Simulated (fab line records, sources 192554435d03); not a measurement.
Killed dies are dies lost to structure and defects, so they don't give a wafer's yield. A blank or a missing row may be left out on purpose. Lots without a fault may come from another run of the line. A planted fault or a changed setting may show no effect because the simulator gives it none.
Which tool did it? | flow n5_finfet | 6 lots, 17 wafers sampled, at 3 steps of a route of 1938

WHAT THE GAUGES READ, wafer by wafer
N5_PASSIVATION_OVL_MEAS_63.
lot  | measured     | on         | PAD_OVL (nm)
L139 | day 13 06:20 | overlay-02 | 5 10 1
L142 | day 14 10:20 | overlay-02 | 4 -5
L147 | day 15 06:28 | overlay-02 | 0 3 -3
L149 | day 15 05:47 | overlay-01 | -15 -3 -4
L158 | day 19 06:08 | overlay-01 | -2 -2 -7
L160 | day 18 00:46 | overlay-01 | -2 -3 -2

WHICH TOOL RAN EACH LOT (tool, then ch and the chambers of the sampled wafers, then the start)
lot  | N5_PMOS_HMC_CHANNEL_EPI_FIN_RECESS_16 | N5_PASSIVATION_ETCH_15
L139 | rie_si-03 ch 1,3, day 2 06:09         | rie_diel-03 ch 1,3, day 13 06:20 or earlier
L142 | rie_si-03 ch 0,3, day 2 23:58         | rie_diel-04 ch 1, day 14 10:20 or earlier
L147 | rie_si-03 ch 0,2, day 4 06:22         | rie_diel-03 ch 0,1,3, day 15 06:28 or earlier
L149 | rie_si-02 ch 1,2, day 4 17:55         | rie_diel-04 ch 0,2,3, day 15 05:47 or earlier
L158 | rie_si-02 ch 0,2, day 7 00:16         | rie_diel-03 ch 1,3, day 19 06:08 or earlier
L160 | rie_si-03 ch 0,2, day 7 11:44         | rie_diel-04 ch 1,2,3, day 18 00:46 or earlier
- N5_PMOS_HMC_CHANNEL_EPI_FIN_RECESS_16: chemistry HBr/Cl2, target Si, target depth 54 nm, time 18 s.
- N5_PASSIVATION_ETCH_15: etches SiCN in CF4/N2, target depth 75 nm, time 81.2 s.

THE ANSWER, worked out from the rows above alone
Rule: what is usual is taken from the lots themselves. Put in order of their means at a reading, lots are off if they are a third of the lots or fewer, leave a main group of 4 or more, and stand apart from it by a gap of 3 or more times the standard deviation of the main group's means; of several such gaps the widest counts. A main group whose means are all the same, to the digits that the tables above print for the reading, isn't used. A lot without any number at a reading at which 4 lots or more have one is off too. The other lots that the step has rows for count as sound.
No lot is off at any reading shown: from this, nothing can be told.

WHAT THE SIMULATOR HAD PUT IN
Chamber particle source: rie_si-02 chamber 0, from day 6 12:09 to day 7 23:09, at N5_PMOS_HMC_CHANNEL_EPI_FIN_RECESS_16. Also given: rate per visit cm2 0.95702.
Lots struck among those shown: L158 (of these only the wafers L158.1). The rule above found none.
